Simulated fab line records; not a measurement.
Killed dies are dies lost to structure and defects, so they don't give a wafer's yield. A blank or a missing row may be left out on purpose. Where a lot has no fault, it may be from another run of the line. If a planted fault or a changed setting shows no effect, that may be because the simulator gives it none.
A struck lot beside a sound one -- flow n5-finfet -- 37 out of 1938 route steps
Sound: the wafers L948.2, L948.4, L948.6. Wafers struck: L956.2, L956.4, L956.6. Last of all comes the cause.
At each step with rows: each side's tool, then ch and its chambers, then its first start. Under that, the readings that differ: sound wafers -- struck wafers -- difference of the means -- sigmas: that difference in standard deviations of wafers without a fault.
alike: same words and numbers on both sides, and readings whose means sit less than 2 such deviations apart. not compared: any withheld reading, any reading some wafer has no value for, any bound like >300 that may hide the same value, and any number with overlapping values for which the record gives no deviation.
A row with sigmas, a row that says differs or no value, or rows on one side alone: a step with any of these is where the two part. Numbers that have no deviation but don't overlap get no sigmas and don't part them. A reading that every wafer of one side lacks parts them only if that side has two wafers or more.

first, 9 steps without rows for these wafers: N5_WELL_APT_COAT_19 (resist thk 950 nm); N5_WELL_APT_EBR_21; N5_WELL_APT_SOFTBAKE_20 (time 60 s); N5_WELL_APT_EXPOSE_22 (exposes mask PWELL, defocus 0 nm, target cd 200 nm); N5_WELL_APT_PEB_23 (peb time 90 s); N5_WELL_APT_DEVELOP_24 (develop time 45 s); N5_WELL_APT_HARDBAKE_29 (time 120 s); N5_WELL_APT_DESCUM_30 (chemistry O2, time 7.9 s); N5_WELL_APT_IMPLANT_31.
N5_WELL_APT_IMPLANT_32:
  sound on implanter-01 ch 0, day 1 21:39; struck on implanter-01 ch 0, day 3 21:25
reading,sound,struck,difference,sigmas
beam-energy-keV,49.988 49.975 49.988,54.607 54.622 54.620,+4.633,+99 or more
model.implant.rp-nm (nm),36.33 36.33 36.33,40.86 40.86 40.86,+4.53,
model.implant.drp-nm (nm),18.55 18.55 18.55,19.78 19.78 19.78,+1.23,
then, 25 steps without rows for these wafers: N5_WELL_APT_STRIP_33 (strips in SPM, time 900 s); N5_WELL_APT_RTA_34 (time 10 s); N5_WELL_APT_OXIDE_STRIP_42 (strips SiO2 in dHF, time 45 s, target depth 12 nm); N5_WELL_APT_PRECLEAN_36 (cleans in O3/DIW, time 45 s); N5_WELL_APT_PRECLEAN_39 (cleans in dHF, time 60 s); N5_WELL_APT_SRD_37 (time 30 s); N5_WELL_APT_EPI_41 (deposits Si from SiH4/H2, target thk 50 nm, time 297.7 s); N5_PMOS_HMC_CHANNEL_EPI_HM_DEP_34 (deposits SiO2 from TEOS/O2, target thk 36 nm, time 6.9 s); N5_PMOS_HMC_CHANNEL_EPI_COAT_31 (time 60 s, resist thk 66 nm); N5_PMOS_HMC_CHANNEL_EPI_COAT_03 (resist thk 205 nm); N5_PMOS_HMC_CHANNEL_EPI_EBR_05; N5_PMOS_HMC_CHANNEL_EPI_SOFTBAKE_04 (time 60 s); N5_PMOS_HMC_CHANNEL_EPI_EXPOSE_06 (exposes mask PMOS HMC BLK, target cd 240 nm); N5_PMOS_HMC_CHANNEL_EPI_PEB_07 (peb time 60 s); N5_PMOS_HMC_CHANNEL_EPI_DEVELOP_08 (develop time 30 s); N5_PMOS_HMC_CHANNEL_EPI_DESCUM_14 (chemistry O2, time 7.9 s); N5_PMOS_HMC_CHANNEL_EPI_ETCH_32 (etches BARC in N2/H2, stops on SiO2, target depth 85.8 nm, time 50.3 s); N5_PMOS_HMC_CHANNEL_EPI_HM_OPEN_15 (chemistry CHF3/O2, target SiO2, target depth 40.6 nm, time 20.3 s); N5_PMOS_HMC_CHANNEL_EPI_STRIP_33 (strips in N2/H2); N5_PMOS_HMC_CHANNEL_EPI_STRIP_17 (strips in SPM, time 750 s); N5_PMOS_HMC_CHANNEL_EPI_ETCH_38 (etches SiO2 in CF4, target depth 1.5 nm); N5_PMOS_HMC_CHANNEL_EPI_FIN_RECESS_16 (chemistry HBr/Cl2, target Si, target depth 54 nm, time 18 s); N5_PMOS_HMC_CHANNEL_EPI_PRECLEAN_36 (cleans in O3/DIW, time 45 s); N5_PMOS_HMC_CHANNEL_EPI_PRECLEAN_18 (cleans in DHF, time 30 s); N5_PMOS_HMC_CHANNEL_EPI_SRD_19 (time 30 s).
-- a jump in the record: the struck wafers' starts before and after are 6 days apart (it breaks off in module PMOS_HMC_CHANNEL_EPI and resumes in module BEOL_M4, where the first step shown is number 1111 of the route) --
N5_BEOL_M4_RC_MEAS_101:
  sound on prober-01 ch 0, day 7 20:33; struck on prober-02 ch 0, day 10 03:08
reading,sound,struck,difference,sigmas
CJ_N,4.33 4.31 4.27,3.88 3.91 3.94,-0.39,-5
RS_PWELL (ohm/sq),3011 3042 3008,2908 2908 2932,-104,-5
  alike: DIBL_N, DIBL_P, IOFF_N, IOFF_P, ION_N, ION_P, SS_N, SS_P, VT_N, VT_P
following that, these wafers have no rows for 1 step: N5_PASSIVATION_PROBE_49.

== WHERE THEY PART ==
At N5_WELL_APT_IMPLANT_32 first; at N5_BEOL_M4_RC_MEAS_101 last (within this record only).

WHY: whatever the simulator had introduced
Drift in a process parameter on implanter-01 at N5_WELL_APT_IMPLANT_32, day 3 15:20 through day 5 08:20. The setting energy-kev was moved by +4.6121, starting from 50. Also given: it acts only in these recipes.
